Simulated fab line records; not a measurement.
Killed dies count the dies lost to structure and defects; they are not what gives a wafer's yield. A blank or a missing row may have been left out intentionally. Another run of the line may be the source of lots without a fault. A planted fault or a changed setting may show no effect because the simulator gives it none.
Matching of chambers | flow n5-finfet | N5_BEOL_M8_ETCH_65 on rie-diel-02: 4 sister chambers
The step etches SiARC in CF4, target depth 15.6 nm, time 26 s. 24 wafers are shown with their chamber, then 12 later ones without.

EACH WAFER AND ITS CHAMBER
wafer  | chamber | showerhead-plenum-p-Torr (Torr) | throttle-valve-pct (%) | drypump-motor-current-A (A)
L074.1 | 1       | 2.14                            | 15.47                  | 6.1
L074.2 | 3       | 2.15                            | 15.55                  | 6.1
L074.5 | 1       | 2.14                            | 15.46                  | 6.1
L076.3 | 2       | 2.14                            | 16.07                  | 6.0
L076.4 | 3       | 2.15                            | 15.56                  | 6.1
L076.6 | 1       | 2.14                            | 15.49                  | 6.1
L080.1 | 2       | 2.13                            | 16.09                  | 5.9
L080.4 | 3       | 2.15                            | 15.58                  | 6.1
L080.5 | 0       | 2.06                            | 15.64                  | 5.6
L085.1 | 1       | 2.13                            | 15.52                  | 6.1
L085.2 | 0       | 2.06                            | 15.64                  | 5.6
L085.3 | 2       | 2.13                            | 16.10                  | 5.9
L084.1 | 1       | 2.13                            | 15.52                  | 6.1
L084.3 | 0       | 2.06                            | 15.66                  | 5.7
L084.6 | 0       | 2.06                            | 15.65                  | 5.6
L087.2 | 3       | 2.14                            | 15.61                  | 6.0
L087.3 | 1       | 2.13                            | 15.53                  | 6.1
L087.6 | 0       | 2.06                            | 15.68                  | 5.7
L086.3 | 0       | 2.06                            | 15.67                  | 5.7
L086.4 | 2       | 2.13                            | 16.12                  | 6.0
L086.5 | 1       | 2.13                            | 15.51                  | 6.0
L090.1 | 1       | 2.13                            | 15.54                  | 6.1
L090.2 | 2       | 2.13                            | 16.14                  | 5.9
L090.6 | 2       | 2.13                            | 16.14                  | 5.9

SIGNATURES (means of the wafers above)
reading                  | chamber 0 | chamber 1 | chamber 2 | chamber 3 | scatter within a chamber
showerhead-plenum-p-Torr | 2.0600    | 2.1338    | 2.1317    | 2.1475    | 0.00416
throttle-valve-pct       | 15.6567   | 15.5050   | 16.1100   | 15.5750   | 0.0257
drypump-motor-current-A  | 5.650     | 6.087     | 5.933     | 6.075     | 0.0472
Rule: for each reading, subtract the chamber's mean from the wafer's reading, divide by that reading's scatter and square the result; add these up over the readings and take the root, which gives the wafer's distance from the chamber. The wafer belongs to the nearest chamber; if the next one is less than 2 further off, it can't be placed. The scatter is the square root of a quotient: the sum, over the shown wafers, of each reading's squared deviation from its chamber's mean, divided by wafers minus chambers.

WAFERS WITHOUT THEIR CHAMBER
wafer  | showerhead-plenum-p-Torr (Torr) | throttle-valve-pct (%) | drypump-motor-current-A (A)
L091.1 | 2.13                            | 16.15                  | 6.0
L091.4 | 2.05                            | 15.66                  | 5.6
L091.6 | 2.13                            | 16.13                  | 6.0
L092.3 | 2.12                            | 15.57                  | 6.1
L092.4 | 2.05                            | 15.68                  | 5.7
L092.6 | 2.12                            | 15.56                  | 6.1
L095.2 | 2.12                            | 16.16                  | 5.9
L095.5 | 2.12                            | 16.17                  | 5.9
L095.6 | 2.14                            | 15.65                  | 6.0
L096.1 | 2.05                            | 15.70                  | 5.6
L096.2 | 2.12                            | 16.16                  | 6.0
L096.3 | 2.13                            | 15.66                  | 6.1

CHAMBER TAKEN BY EACH
wafer  | from the rows above     | in truth
L091.1 | 2                       | 2
L091.4 | 0                       | 0
L091.6 | 2                       | 2
L092.3 | 1                       | 1
L092.4 | 0                       | 0
L092.6 | 1                       | 1
L095.2 | 2                       | 2
L095.5 | 2                       | 2
L095.6 | 3                       | 3
L096.1 | 0                       | 0
L096.2 | 2                       | 2
L096.3 | can't be placed: 3 or 1 | 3
11 of 12 placed correctly. Not placeable from these rows: 1 (in 1, the candidates include the true chamber). Wrongly placed: 0.
